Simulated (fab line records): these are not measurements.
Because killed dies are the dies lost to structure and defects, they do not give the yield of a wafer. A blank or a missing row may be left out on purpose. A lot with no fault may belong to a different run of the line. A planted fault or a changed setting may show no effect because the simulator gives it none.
Problem report in the 8D (eight disciplines) form, filled by code || flow n5_finfet || the parts of the form that need people (team, actions taken, sign-off) are left out

## 1. WHAT WENT WRONG
killed_at_M4_up at N5_PASSIVATION_PROBE_49 reads a mean of 276 on 2 wafers of 1 lot; wafers without a fault read 13 with a standard deviation of 5.3. Measured from the usual mean, that is +50 standard deviations.
Earliest sighting: wafer L278.3 on prober-01 at day 17 14:01. The record holds 3 wafers of 1 lot with a number at this step. The rule behind "out" and "out of limits": a value lying over 4 standard deviations away from the usual mean. Any other wafer with a number is counted as sound.

## 2. WHAT IT IS; WHAT IT IS NOT
{"question": "which readings at this step", "is": "killed_at_M4_up, defect_limited_yield, killed_dies, killed_on_rim, sort_bin_5_function, sort_bin_6_memory, sort_n_pass, sort_yield_pct", "is not": "killed_at_contacts, killed_at_front_end, killed_at_other, killed_open, killed_short, sort_bin_8_speed"}
{"question": "which lots", "is": "L278", "is not": "-"}
{"question": "which wafers of those lots", "is": "L278.3, L278.5", "is not": "L278.6"}
{"question": "read on which tools", "is": "prober-01", "is not": "-"}
{"question": "when", "is": "from day 17 14:01", "is not": "up to then (0 sound wafers); but 1 sound wafer of L278 came after"}

## 3. THE SUSPECTS, EACH WITH WHAT RULES IT OUT
Counting: any tool at a process step up to the reading remains a suspect provided it ran every lot that is out. Sound lots after the first of them don't rule it out here, since some wafers of a struck lot are sound.
- ecd_cu-02 at N5_BEOL_M13_ECD_47 (material Cu, target thk 936 nm): kept. It ran the lot that is out, L278 (day 16 06:20).
- rie_diel-06 at N5_PASSIVATION_STRIP_48 (strips in O2): kept. It ran the lot that is out, L278 (day 17 11:23).
- prober-01 at N5_PASSIVATION_PROBE_49: kept. It ran the lot that is out, L278 (day 17 14:01). On those wafers its own readings are out: defect_limited_yield, killed_at_M4_up, killed_dies, killed_on_rim, sort_bin_5_function, sort_bin_6_memory, sort_n_pass, sort_yield_pct.
The count leaves ecd_cu-02 at N5_BEOL_M13_ECD_47, rie_diel-06 at N5_PASSIVATION_STRIP_48, and prober-01 at N5_PASSIVATION_PROBE_49.

## 4. THE CAUSE (what the simulator had put in)
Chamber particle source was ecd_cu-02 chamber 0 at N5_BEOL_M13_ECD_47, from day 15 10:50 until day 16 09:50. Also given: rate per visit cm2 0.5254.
Counting left 3 suspects, and this tool is among them.

## 5. SEQUENCE OF EFFECTS, ordered by route
Each row: a reading whose mean over the struck wafers that have a number lies more than 3 standard deviations from the usual. Readings are gone through only where the record gives a usual standard deviation; hours: the median, over the lots, of the time from a lot's start at the first step in this table giving one to that lot's start at this step; sigmas: the change measured in usual standard deviations.
{"hours": 0, "step": "N5_PASSIVATION_PROBE_49", "reading": "defect_limited_yield", "usual": "91.6 %", "on struck wafers": 71.0, "change": -20.6, "sigmas": -15}
{"hours": 0, "step": "N5_PASSIVATION_PROBE_49", "reading": "killed_at_M4_up", "usual": 13, "on struck wafers": 276, "change": "+263", "sigmas": "+50"}
{"hours": 0, "step": "N5_PASSIVATION_PROBE_49", "reading": "killed_dies", "usual": 99, "on struck wafers": 342, "change": "+244", "sigmas": "+15"}
{"hours": 0, "step": "N5_PASSIVATION_PROBE_49", "reading": "killed_on_rim", "usual": 13, "on struck wafers": 46, "change": "+32", "sigmas": "+7.7"}
{"hours": 0, "step": "N5_PASSIVATION_PROBE_49", "reading": "sort_bin_5_function", "usual": "4.9 %", "on struck wafers": 17.2, "change": "+12.3", "sigmas": "+14"}
{"hours": 0, "step": "N5_PASSIVATION_PROBE_49", "reading": "sort_bin_6_memory", "usual": "3.1 %", "on struck wafers": 10.2, "change": "+7.1", "sigmas": "+11"}
{"hours": 0, "step": "N5_PASSIVATION_PROBE_49", "reading": "sort_n_pass", "usual": 1081, "on struck wafers": 838, "change": -244, "sigmas": -14}
{"hours": 0, "step": "N5_PASSIVATION_PROBE_49", "reading": "sort_yield_pct", "usual": "91.6 %", "on struck wafers": 71.0, "change": -20.6, "sigmas": -15}
Here are the process steps it includes:
- N5_PASSIVATION_PROBE_49

## 6. WHAT WOULD HAVE CAUGHT IT SOONER
The fault began at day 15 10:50; the first out-of-limits reading in this record came at day 17 14:01, 51 hours later.
By day 17 14:01, every lot that is out (1) had started N5_BEOL_M13_ECD_47 on ecd_cu-02. Holding the tool at that point would not have protected any of them.
